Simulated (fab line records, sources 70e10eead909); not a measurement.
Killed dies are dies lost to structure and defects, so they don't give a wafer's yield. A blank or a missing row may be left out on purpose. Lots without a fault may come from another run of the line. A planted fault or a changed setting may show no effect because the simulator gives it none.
fab line records | flow nand_harc | part 1 of 2: steps 1 to 4 of 6
record lots=23 wafers=69 last_day=33
route steps=1302 shown P_GATE@202 P_CONTACT@240 P_M0@282 P_M1@299
lots that met no fault: from a run of the same line without faults
start_h: hours from the record's first day to the start of the lot's first wafer shown | wait_h: hours since the lot's step before | " the same as in the row above | L1.1+2: a row that stands for several wafers | - no value, or no start given | * or withheld: withheld | < > ~ a bound
route shown NAME@n: a module of which the file shows steps, and the number in the route of the first | usual: mean/standard deviation of fault-free wafers | same: alike in all rows | chamber/n: place in a boat | sites: the reading at each site | _std_site: their standard deviation | _edge_site: outer sites' mean less inner sites' | radius_mm: how far each site lies from the wafer's centre | mask NAME#n: copy n | behind: the tool/chamber that last shaped the wafer | hold: why the lot was held/for how many hours/how that ended | device: the transistor (n, p or np) that didn't switch | end of line: the same wafers' tests at the end of the route | a step without rows: its recipe alone | killed: dies lost to structure and defects at the first sort, not the wafer's yield | map: a wafer's dies, x killed, . not, _ none there
set.NAME: the setting as run; set.NAME@STEP: as run at that earlier step | model.NAME: the simulator's own value behind a step, which no gauge read
steps of the route over a sample of lots; a table a step, a row a wafer
services: from which hour (start_h, from the record's first day; less than 0 if before it) a tool's chamber was out of use, for how many hours, and why
## steps
# step NHARC_P_GATE_DESCUM_93
# recipe time_s=3 o2_flow_sccm=200 ar_flow_sccm=0 bias_power_w=0 chemistry=O2
# usual drypump_motor_current_A=5.7/0.34 oes_product_au=1.001/0.011 rf_vpp_V=57.7/0.82 showerhead_plenum_p_Torr=1.87/0.065 throttle_valve_pct=11.311/0.0093
# columns lot.wafer tool chamber start_h wait_h drypump_motor_current_A oes_product_au rf_hours_counter_h rf_vpp_V showerhead_plenum_p_Torr throttle_valve_pct
L074.1 rie_diel-07 0 111.40 - 5.1 0.995 13 57.4 2.05 11.308
L074.5 " 3 " " 6.4 1.003 - 57.4 1.83 11.293
L074.6 " 0 " " 5.1 0.991 - 58.2 2.05 11.318
L075.4 rie_diel-01 0 124.50 - 6.0 0.998 5 55.7 1.92 11.315
L075.3 " 2 " " 5.3 1.008 6 57.3 1.92 11.294
L075.6 " 3 " " 5.6 1.013 - 57.0 1.86 11.302
L076.1 rie_diel-02 0 127.60 - 5.6 0.997 3 57.3 1.85 11.321
L076.3 " 1 " " 6.0 1.000 3 57.8 1.80 11.320
L076.6 " 2 " " 6.0 0.992 - 58.5 1.81 11.303
L077.4 rie_diel-07 2 145.92 - 6.0 1.016 1 58.1 1.97 11.309
L077.3 " 0 " " 5.1 0.994 1 57.3 2.05 11.314
L077.6 " 2 " " 6.0 1.003 - 58.1 1.97 11.310
L078.2 rie_diel-02 2 150.04 - 6.0 0.998 6 57.0 1.81 11.325
L078.1 " 1 " " 6.0 1.010 5 57.0 1.80 11.321
L078.6 " 3 " " 6.0 1.004 - 57.4 1.84 11.319
L079.2 rie_diel-01 0 160.72 - 6.0 0.985 8 57.6 1.92 11.302
L079.3 " 1 " " 5.3 1.006 9 57.0 1.85 11.312
L079.6 " 0 " " 6.0 0.998 - 56.4 1.92 11.300
L080.1 rie_diel-01 1 172.77 - 5.3 1.007 10 56.9 1.85 11.300
L080.2 " 2 " " 5.3 0.997 8 59.1 1.92 11.307
L080.4 " 0 " " 5.9 1.010 9 58.7 1.92 11.300
L081.3 rie_diel-07 0 179.39 - 5.1 0.988 2 58.4 2.05 11.302
L081.6 " 1 " " 5.6 0.993 - 57.5 1.84 11.315
L081.5 " 2 " " 6.0 1.000 - 58.1 1.97 11.321
L082.3 rie_diel-01 1 197.33 - 5.4 1.027 12 58.8 1.85 11.292
L082.6 " 2 " " 5.3 1.015 - 57.1 1.92 11.290
L082.5 " 3 " " 5.7 1.006 - 56.4 1.86 11.310
L083.3 rie_diel-01 2 202.78 - 5.3 1.007 10 57.9 1.92 11.309
L083.4 " 3 " " 5.7 1.005 9 56.9 1.86 11.324
L083.2 " 0 " " 6.0 1.005 10 58.6 1.92 11.310
L084.3 rie_diel-02 0 210.36 - 5.6 0.991 8 58.5 1.85 11.306
L084.5 " 0 " " 5.6 0.992 - 56.3 1.85 11.325
L084.6 " 1 " " 6.0 1.003 - 57.7 1.80 11.298
L085.1 rie_diel-07 0 223.62 - 5.1 0.985 6 58.0 2.05 11.312
L085.2 " 1 " " 5.6 0.984 7 58.3 1.84 11.324
L085.6 " 1 " " 5.6 0.995 - 55.8 1.84 11.301
L086.4 rie_diel-02 3 234.14 - 6.0 0.996 1 57.1 1.84 11.310
L086.6 " 3 " " 6.0 1.004 - 55.9 1.84 11.325
L086.5 " 0 " " 5.6 0.994 - 57.1 1.85 11.309
L087.4 rie_diel-01 2 243.13 - 5.3 0.999 2 57.1 1.92 11.301
L087.1 " 0 " " 6.0 0.997 2 57.8 1.92 11.305
L087.6 " 2 " " 5.3 1.006 - 57.5 1.92 11.291
L088.2 rie_diel-07 2 263.88 - 6.0 0.997 9 58.3 1.97 11.310
L088.3 " 3 " " 6.4 1.002 9 56.0 1.83 11.296
L088.1 " 1 " " 5.6 0.993 10 57.2 1.84 11.318
L089.3 rie_diel-02 0 266.70 - 5.6 0.994 1 59.1 1.85 11.320
L089.5 " 0 " " 5.6 0.991 - 58.1 1.85 11.314
L089.6 " 1 " " 6.0 1.013 - 57.2 1.80 11.298
L090.3 rie_diel-02 2 274.02 - 6.1 0.989 3 57.3 1.81 11.303
L090.4 " 0 " " 5.6 0.989 2 57.8 1.85 11.321
L090.6 " 2 " " 6.0 0.984 - 57.2 1.81 11.312
L091.1 rie_diel-02 0 282.60 - 5.6 0.990 2 57.7 1.85 11.324
L091.3 " 2 " " 6.1 0.993 3 57.0 1.81 11.311
L091.5 " 0 " " 5.6 0.995 - 57.6 1.85 11.318
L092.4 rie_diel-01 2 294.56 - 5.3 1.007 5 58.8 1.92 11.317
L092.3 " 1 " " 5.3 1.025 6 56.7 1.85 11.315
L092.6 " 2 " " 5.3 1.001 - 58.3 1.92 11.309
L093.3 rie_diel-07 3 308.46 - 6.4 0.998 0 58.1 1.83 11.297
L093.4 " 0 " " 5.1 0.986 0 57.7 2.05 11.297
L093.5 " 3 " " 6.4 1.006 - 58.9 1.83 11.317
L094.2 rie_diel-01 1 318.95 - 5.3 1.013 6 57.2 1.85 11.322
L094.1 " 0 " " 6.0 1.013 6 58.9 1.92 11.323
L094.5 " 1 " " 5.3 1.007 - 57.1 1.85 11.316
L095.4 rie_diel-02 2 341.74 - 6.1 1.006 7 57.5 1.80 11.326
L095.6 " 2 " " 6.1 1.012 - 57.9 1.81 11.326
L095.5 " 3 " " 6.0 1.000 - 57.9 1.84 11.321
L096.3 rie_diel-02 3 343.53 - 6.0 1.007 7 57.0 1.84 11.317
L096.2 " 0 " " 5.6 1.004 5 56.5 1.85 11.301
L096.5 " 2 " " 6.1 1.006 - 55.9 1.80 11.303
# step NHARC_P_CONTACT_ETCH_31
# recipe target_depth_a=300 time_s=85.7 ion_energy_ev=120 over_etch_frac=1 ch3f_flow_sccm=50 o2_flow_sccm=30 ar_flow_sccm=200 rf_w=500 bias_w=100 chemistry=CH3F/O2
# usual drypump_motor_current_A=5.8/0.56 oes_product_au=0.975/0.016 rf_vpp_V=244.0/1.7 showerhead_plenum_p_Torr=2.44/0.11 throttle_valve_pct=20.663/0.0091
# columns lot.wafer tool chamber start_h wait_h drypump_motor_current_A oes_product_au rf_hours_counter_h rf_vpp_V showerhead_plenum_p_Torr throttle_valve_pct
L074.1 rie_diel-08 1 - - 5.2 0.973 4.8 246.1 2.60 20.677
L074.6 " 0 " " 5.7 0.997 - 243.4 2.48 20.657
L074.5 " 1 " " 5.2 0.975 - 247.0 2.60 20.667
L075.4 rie_diel-08 1 - - 5.2 0.957 5.3 245.4 2.60 20.668
L075.3 " 2 " " 6.2 0.973 5.4 241.9 2.33 20.667
L075.6 " 0 " " 5.7 0.992 - 244.2 2.48 20.674
L076.1 rie_diel-09 2 - - 4.9 0.995 5.5 241.0 2.34 20.662
L076.3 " 0 " " 6.2 0.984 5.0 245.7 2.61 20.646
L076.6 " 3 " " 5.8 0.985 - 242.5 2.36 20.666
L077.4 rie_diel-11 1 - - 5.9 0.971 1.4 242.7 2.32 20.692
L077.3 " 2 " " 5.0 0.987 1.6 244.7 2.45 20.672
L077.6 " 0 " " 5.7 0.974 - 243.9 2.39 20.661
L078.1 rie_diel-08 0 - - 5.7 0.996 8.1 243.6 2.48 20.658
L078.2 " 2 " " 6.2 0.990 6.9 242.2 2.33 20.651
L078.6 " 3 " " 6.9 0.989 - 245.4 2.55 20.648
L079.3 rie_diel-09 1 - - 5.6 0.967 0.5 240.5 2.32 20.652
L079.2 " 3 " " 5.8 0.986 0.4 242.4 2.36 20.675
L079.6 " 0 " " 6.3 0.981 - 246.7 2.61 20.650
L080.4 rie_diel-11 1 - - 5.9 0.965 2.3 244.5 2.32 20.661
L080.2 " 2 " " 5.1 0.970 2.5 243.6 2.45 20.666
L080.1 " 3 " " 5.1 0.982 2.4 243.7 2.40 20.655
L081.3 rie_diel-08 3 - - 6.8 0.980 9.3 247.4 2.55 20.647
L081.5 " 1 " " 5.2 0.984 - 246.5 2.60 20.687
L081.6 " 2 " " 6.2 0.991 - 242.5 2.33 20.658
L082.3 rie_diel-08 0 - - 5.7 0.983 0.4 244.3 2.48 20.658
L082.6 " 0 " " 5.7 0.991 - 245.5 2.48 20.659
L082.5 " 1 " " 5.2 0.984 - 247.2 2.60 20.658
L083.3 rie_diel-11 0 - - 5.8 0.986 3.3 243.7 2.39 20.671
L083.2 " 1 " " 5.9 0.968 3.2 242.3 2.32 20.664
L083.4 " 3 " " 5.1 0.978 3.2 243.7 2.40 20.663
L084.3 rie_diel-08 1 - - 5.2 0.977 1.5 245.3 2.59 20.672
L084.6 " 2 " " 6.2 0.979 - 242.7 2.33 20.648
L084.5 " 3 " " 6.8 0.984 - 245.2 2.55 20.663
L085.1 rie_diel-08 1 - - 5.2 0.967 2.3 245.4 2.59 20.676
L085.2 " 3 " " 6.9 0.957 2.1 244.6 2.55 20.643
L085.6 " 1 " " 5.2 0.968 - 245.1 2.59 20.678
L086.4 rie_diel-09 1 - - 5.6 0.995 2.1 243.0 2.32 20.655
L086.5 " 2 " " 4.9 0.982 - 242.4 2.34 20.661
L086.6 " 3 " " 5.9 0.973 - 244.2 2.36 20.654
L087.4 rie_diel-08 1 - - 5.1 0.929 3.8 245.7 2.59 20.658
L087.1 " 3 " " 6.9 0.940 2.9 244.2 2.55 20.655
L087.6 " 0 " " 5.7 0.954 - 244.2 2.48 20.672
L088.3 rie_diel-09 3 - - 5.8 0.984 2.8 243.2 2.36 20.660
L088.2 " 0 " " 6.3 0.961 2.8 246.1 2.61 20.663
L088.1 " 1 " " 5.6 0.979 2.9 243.1 2.32 20.657
L089.3 rie_diel-09 1 - - 5.6 0.988 3.4 242.7 2.32 20.666
L089.6 " 2 " " 4.9 0.987 - 242.4 2.34 20.673
L089.5 " 3 " " 5.8 0.987 - 241.8 2.36 20.673
L090.3 rie_diel-11 1 - - 5.9 0.987 0.4 242.9 2.32 20.663
L090.4 " 3 " " 5.1 0.982 0.6 242.9 2.40 20.658
L090.6 " 1 " " 5.9 0.973 - 242.0 2.32 20.657
L091.1 rie_diel-08 2 - - 6.2 0.978 6.1 240.9 2.33 20.648
L091.3 " 0 " " 5.7 0.996 6.3 245.0 2.48 20.670
L091.5 " 3 " " 6.8 0.991 - 245.5 2.55 20.670
L092.3 rie_diel-09 3 - - 5.8 0.968 3.9 243.3 2.36 20.665
L092.4 " 0 " " 6.3 0.958 4.0 246.2 2.61 20.670
L092.6 " 3 " " 5.9 0.969 - 242.1 2.36 20.661
L093.3 rie_diel-08 0 - - 5.7 0.984 7.7 243.6 2.48 20.658
L093.4 " 1 " " 5.2 0.959 8.1 247.6 2.59 20.652
L093.5 " 3 " " 6.8 0.983 - 245.8 2.55 20.660
L094.2 rie_diel-08 3 - - 6.8 0.944 6.4 245.2 2.55 20.648
L094.1 " 0 " " 5.7 0.955 8.1 244.8 2.48 20.665
L094.5 " 3 " " 6.8 0.945 - 245.0 2.55 20.661
L095.4 rie_diel-08 3 - - 6.8 0.963 7.3 247.0 2.55 20.650
L095.6 " 2 " " 6.2 0.942 - 241.5 2.32 20.659
L095.5 " 3 " " 6.8 0.954 - 245.0 2.55 20.657
L096.3 rie_diel-09 0 - - 6.3 0.962 0.8 246.9 2.61 20.669
L096.2 " 1 " " 5.6 0.950 0.7 243.0 2.32 20.657
L096.5 " 0 " " 6.3 0.951 - 245.2 2.61 20.665
# step NHARC_P_CONTACT_STRIP_28
# recipe o2_flow_sccm=500 ar_flow_sccm=0 bias_w=0 chemistry=O2
# usual drypump_motor_current_A=5.6/0.49 oes_product_au=0.999/0.0095 rf_vpp_V=57.6/0.88 showerhead_plenum_p_Torr=3.45/0.12 throttle_valve_pct=17.038/0.0095
# columns lot.wafer tool chamber start_h wait_h drypump_motor_current_A oes_product_au rf_hours_counter_h rf_vpp_V showerhead_plenum_p_Torr throttle_valve_pct
L074.1 rie_diel-11 2 116.94 0.1 5.1 0.999 0.7 58.4 3.51 17.043
L074.6 " 3 " " 5.2 0.985 - 56.0 3.44 17.026
L074.5 " 0 " " 5.8 1.005 - 58.1 3.44 17.027
L075.3 rie_diel-11 1 130.13 0.1 5.9 0.996 0.9 57.0 3.33 17.028
L075.4 " 2 " " 5.0 0.998 1.1 56.5 3.51 17.034
L075.6 " 2 " " 5.0 0.997 - 56.9 3.51 17.035
L076.1 rie_diel-09 3 133.39 0.1 5.8 0.987 6.0 58.2 3.39 17.052
L076.3 " 1 " " 5.6 0.991 5.0 56.6 3.34 17.042
L076.6 " 2 " " 4.9 1.007 - 56.8 3.37 17.038
L077.4 rie_diel-08 2 151.62 0.1 6.2 1.015 6.2 56.5 3.35 17.044
L077.3 " 3 " " 6.8 0.995 7.1 57.8 3.66 17.043
L077.6 " 3 " " 6.8 1.002 - 60.1 3.65 17.033
L078.1 rie_diel-11 0 155.72 0.1 5.7 0.993 1.6 57.7 3.44 17.043
L078.2 " 3 " " 5.2 0.982 1.7 57.5 3.44 17.043
L078.6 " 0 " " 5.8 1.002 - 57.5 3.44 17.045
L079.3 rie_diel-08 3 166.24 0.1 6.8 1.002 8.4 58.4 3.65 17.026
L079.2 " 1 " " 5.2 0.990 7.2 57.6 3.72 17.040
L079.6 " 2 " " 6.3 1.011 - 58.1 3.35 17.037
L080.2 rie_diel-08 1 178.40 0.1 5.2 1.011 7.4 56.5 3.72 17.040
L080.1 " 2 " " 6.2 1.016 7.4 57.2 3.35 17.043
L080.4 " 3 " " 6.8 1.013 8.6 58.6 3.65 17.045
L081.3 rie_diel-11 1 185.00 0.1 5.9 1.000 2.6 58.4 3.33 17.030
L081.6 " 1 " " 5.9 1.000 - 58.4 3.33 17.016
L081.5 " 2 " " 5.0 0.999 - 57.3 3.51 17.027
L082.3 rie_diel-09 3 203.03 0.1 5.9 1.004 1.1 57.3 3.39 17.050
L082.6 " 1 " " 5.6 1.015 - 58.1 3.34 17.048
L082.5 " 2 " " 4.9 1.009 - 55.8 3.37 17.034
L083.3 rie_diel-09 2 208.55 0.1 4.9 1.017 1.3 57.6 3.37 17.052
L083.2 " 3 " " 5.9 1.005 1.3 55.7 3.39 17.023
L083.4 " 3 " " 5.9 1.001 - 57.2 3.39 17.049
L084.3 rie_diel-11 2 216.17 0.1 5.0 0.993 3.3 58.1 3.51 17.042
L084.5 " 3 " " 5.2 0.991 - 57.7 3.44 17.030
L084.6 " 0 " " 5.8 1.002 - 58.6 3.43 17.035
L085.2 rie_diel-11 1 229.24 0.1 5.9 0.991 3.5 56.9 3.33 17.036
L085.1 " 0 " " 5.7 0.994 3.5 57.4 3.43 17.043
L085.6 " 1 " " 5.9 0.990 - 57.3 3.33 17.019
L086.4 rie_diel-11 0 239.88 0.1 5.7 0.993 3.7 58.8 3.43 17.040
L086.5 " 1 " " 5.9 0.988 - 58.5 3.33 17.045
L086.6 " 2 " " 5.0 0.993 - 59.4 3.51 17.032
L087.4 rie_diel-11 3 249.20 0.1 5.2 0.985 3.8 57.2 3.44 17.043
L087.1 " 0 " " 5.8 1.000 3.8 58.3 3.43 17.044
L087.6 " 3 " " 5.2 0.992 - 56.7 3.44 17.032
L088.1 rie_diel-11 3 269.38 0.1 5.2 1.007 0.1 57.8 3.44 17.045
L088.3 " 0 " " 5.7 1.002 0.1 57.4 3.44 17.029
L088.2 " 1 " " 5.9 0.993 0.1 58.0 3.33 17.033
L089.3 rie_diel-11 1 272.42 0.1 5.9 0.983 0.1 57.7 3.33 17.029
L089.5 " 2 " " 5.1 1.012 - 57.0 3.51 17.010
L089.6 " 3 " " 5.2 1.005 - 58.8 3.44 17.041
L090.3 rie_diel-08 3 279.53 0.1 6.8 0.988 3.6 58.8 3.65 17.047
L090.4 " 0 " " 5.7 1.007 5.2 57.7 3.55 17.045
L090.6 " 3 " " 6.9 1.001 - 56.9 3.65 17.042
L091.1 rie_diel-09 3 288.13 0.1 5.8 0.994 3.5 58.4 3.39 17.029
L091.3 " 1 " " 5.6 0.991 3.7 58.4 3.34 17.039
L091.5 " 3 " " 5.9 0.995 - 58.0 3.39 17.039
L092.3 rie_diel-11 1 300.38 0.1 5.8 0.983 0.8 57.1 3.33 17.036
L092.4 " 3 " " 5.1 1.002 1.0 58.1 3.44 17.033
L092.6 " 1 " " 5.9 0.985 - 56.5 3.33 17.060
L093.4 rie_diel-11 1 314.11 0.1 5.9 1.011 1.0 58.0 3.33 17.033
L093.3 " 2 " " 5.1 1.005 1.0 56.1 3.51 17.033
L093.5 " 0 " " 5.7 1.006 - 59.3 3.43 17.030
L094.2 rie_diel-08 1 324.48 0.1 5.2 0.985 8.6 57.1 3.71 17.035
L094.1 " 2 " " 6.2 0.994 8.1 56.0 3.34 17.035
L094.5 " 1 " " 5.2 0.987 - 58.4 3.71 17.045
L095.4 rie_diel-11 3 347.76 0.1 5.1 1.004 1.7 56.8 3.44 17.048
L095.5 " 0 " " 5.7 1.021 - 57.6 3.43 17.051
L095.6 " 1 " " 5.9 0.992 - 56.0 3.33 17.049
L096.3 rie_diel-11 3 356.90 0.1 5.2 0.999 1.8 57.9 3.44 17.048
L096.2 " 1 " " 5.8 0.993 1.6 58.6 3.33 17.038
L096.5 " 1 " " 5.9 0.990 - 57.5 3.33 17.012
# step NHARC_P_CONTACT_PVD_32
# recipe target_thk_a=50 chamber_pressure_pa=5 power_w=5000 substrate_temp_c=200 time_s=17.7 material=Ti
# usual chamber_pressure_pa=5.001/0.0097 throttle_valve_pct=29.7/0.85
# columns lot.wafer tool chamber start_h wait_h chamber_pressure_pa throttle_valve_pct
L074.1 pvd_sputter-01 - - - 5.005 29.5
L074.5 " - " " 5.000 29.8
L074.6 " - " " 4.985 29.5
L075.4 pvd_sputter-02 - - - 5.006 29.9
L075.3 " - " " 5.001 29.7
L075.6 " - " " 5.010 30.2
L076.3 pvd_sputter-03 - - - 5.008 30.5
L076.1 " - " " 4.995 31.0
L076.6 " - " " 5.009 30.4
L077.3 pvd_sputter-01 - - - 4.997 30.1
L077.4 " - " " 4.999 29.3
L077.6 " - " " 4.995 29.0
L078.2 pvd_sputter-01 - - - 5.006 29.4
L078.1 " - " " 5.011 28.6
L078.6 " - " " 4.996 29.5
L079.2 pvd_sputter-03 - - - 5.006 30.6
L079.3 " - " " 5.008 30.3
L079.6 " - " " 5.012 30.7
L080.1 pvd_sputter-02 - - - 5.006 27.8
L080.2 " - " " 5.008 29.9
L080.4 " - " " 4.989 29.7
L081.3 pvd_sputter-01 - - - 4.989 28.6
L081.6 " - " " 4.997 28.8
L081.5 " - " " 5.008 30.0
L082.3 pvd_sputter-02 - - - 5.007 29.8
L082.6 " - " " 5.012 29.7
L082.5 " - " " 4.996 27.7
L083.3 pvd_sputter-02 - - - 4.989 29.7
L083.2 " - " " 4.999 30.1
L083.4 " - " " 5.003 30.0
L084.3 pvd_sputter-03 - - - 5.011 29.2
L084.5 " - " " 4.997 29.4
L084.6 " - " " 5.003 30.6
L085.2 pvd_sputter-02 - - - 4.988 29.8
L085.1 " - " " 5.020 27.5
L085.6 " - " " 4.997 29.6
L086.4 pvd_sputter-02 - - - 5.001 29.5
L086.6 " - " " 4.994 27.7
L086.5 " - " " 4.995 30.2
L087.1 pvd_sputter-03 - - - 5.003 29.1
L087.4 " - " " 5.015 30.7
L087.6 " - " " 4.996 30.4
L088.3 pvd_sputter-02 - - - 5.004 27.7
L088.2 " - " " 4.981 30.2
L088.1 " - " " 5.001 30.1
L089.3 pvd_sputter-01 - - - 5.003 29.1
L089.5 " - " " 5.014 30.4
L089.6 " - " " 4.994 30.0
L090.3 pvd_sputter-03 - - - 5.008 29.1
L090.4 " - " " 4.998 30.5
L090.6 " - " " 4.997 30.2
L091.3 pvd_sputter-03 - - - 4.994 30.8
L091.1 " - " " 5.012 30.2
L091.5 " - " " 4.985 30.7
L092.4 pvd_sputter-03 - - - 4.986 29.2
L092.3 " - " " 5.008 30.8
L092.6 " - " " 4.989 30.1
L093.3 pvd_sputter-01 - - - 4.989 29.0
L093.4 " - " " 5.012 29.9
L093.5 " - " " 5.009 28.7
L094.1 pvd_sputter-01 - - - 4.991 30.1
L094.2 " - " " 5.003 29.0
L094.5 " - " " 5.012 30.4
L095.4 pvd_sputter-01 - - - 4.996 30.6
L095.5 " - " " 4.999 29.0
L095.6 " - " " 4.997 28.9
L096.3 pvd_sputter-01 - - - 5.002 29.2
L096.2 " - " " 5.002 29.8
L096.5 " - " " 4.998 28.8
